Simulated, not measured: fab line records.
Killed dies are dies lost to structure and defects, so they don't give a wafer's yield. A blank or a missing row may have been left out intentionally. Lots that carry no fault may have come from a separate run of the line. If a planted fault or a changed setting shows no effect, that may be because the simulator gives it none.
Matching of chambers + flow n5Finfet + 4 sister chambers for N5_BEOL_M14_DESCUM_15 on rieDiel-04
The step chemistry O2, time 7.9 s. 4 wafers are shown with their chamber, then 8 later ones without.

WAFERS PAIRED WITH THEIR CHAMBERS
| wafer  | chamber | showerheadPlenumPTorr (Torr) |
|--------|---------|------------------------------|
| L078.1 | 2       | 2.08                         |
| L078.2 | 1       | 2.14                         |
| L079.5 | 3       | 2.01                         |
| L091.3 | 0       | 1.98                         |

WAFERS WITHOUT THEIR CHAMBER
| wafer  | showerheadPlenumPTorr (Torr) |
|--------|------------------------------|
| L091.4 | 2.00                         |
| L091.6 | 2.13                         |
| L092.2 | 1.98                         |
| L092.3 | 2.00                         |
| L092.5 | 1.98                         |
| L093.2 | 1.98                         |
| L093.5 | 2.13                         |
| L093.6 | 2.07                         |

THE CHAMBER EACH PASSED THROUGH
| wafer  | from the rows above     | in truth |
|--------|-------------------------|----------|
| L091.4 | can't be placed: 3 or 0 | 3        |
| L091.6 | 1                       | 1        |
| L092.2 | 0                       | 0        |
| L092.3 | can't be placed: 3 or 0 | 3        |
| L092.5 | 0                       | 0        |
| L093.2 | 0                       | 0        |
| L093.5 | 1                       | 1        |
| L093.6 | 2                       | 2        |
Correct placement for 6 of the 8. Cannot be placed on the basis of these rows: 2; the candidates contain the true chamber in 2. Placed wrongly: 0.
How it was worked out, from the rows above alone: a wafer's distance from a chamber is the root of the sum, over the readings, of the square of ((its reading less the chamber's mean) divided by the reading's scatter). If the next closest chamber is less than 2 further off than the closest, the wafer can't be placed; otherwise it belongs to the closest. The mean given for a chamber averages the wafers shown for that chamber. The scatter (one wafer shown for each chamber): square how far every hidden wafer sits from the nearest shown wafer, average those squares and take the square root.
